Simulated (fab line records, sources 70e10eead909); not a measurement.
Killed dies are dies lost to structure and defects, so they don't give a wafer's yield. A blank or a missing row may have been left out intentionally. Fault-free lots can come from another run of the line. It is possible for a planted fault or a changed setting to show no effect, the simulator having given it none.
Chamber matching    flow nandHarc    NHARC_A_CHANNEL_FILL_D1_ALD_25 on aldHk-01: 4 sister chambers
The step deposits SiOx, target thk 60 nm, pulse time 10 s, ald cycles 600. 4 wafers are shown with their chamber, then 9 later ones without.

WAFERS WITH THEIR CHAMBER
wafer   chamber  heaterPowerW (W)
L086.3  3        437
L089.1  2        424
L089.3  0        498
L089.4  1        421

WAFERS WITHOUT THEIR CHAMBER
wafer   heaterPowerW (W)
L091.2  425
L091.3  430
L091.6  504
L095.1  503
L095.4  426
L095.5  426
L096.1  435
L096.3  435
L096.4  435

EACH ONE'S CHAMBER
wafer    from the rows above            in truth
L091.2   can't be placed: 2 or 1        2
L091.3   can't be placed: 2 or 3 or 1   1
L091.6   0                              0
L095.1   0                              0
L095.4   can't be placed: 2 or 1        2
L095.5   can't be placed: 2 or 1        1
L096.1   3                              3
L096.3   3                              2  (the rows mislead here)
L096.4   3                              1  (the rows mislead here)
Correctly placed: 3 of 9. These rows do not allow placing 4 (true chamber among the candidates in 4). Number placed wrongly: 2.
How it was worked out, from the rows above alone: a wafer's distance from a chamber is the root of the sum, over the readings, of the square of ((its reading less the chamber's mean) divided by the reading's scatter). If the next closest chamber is less than 2 further off than the closest, the wafer can't be placed; otherwise it belongs to the closest. Each chamber's mean is taken over the wafers shown for it. The scatter (one wafer shown for each chamber): square how far every hidden wafer sits from the nearest shown wafer, average those squares and take the square root.
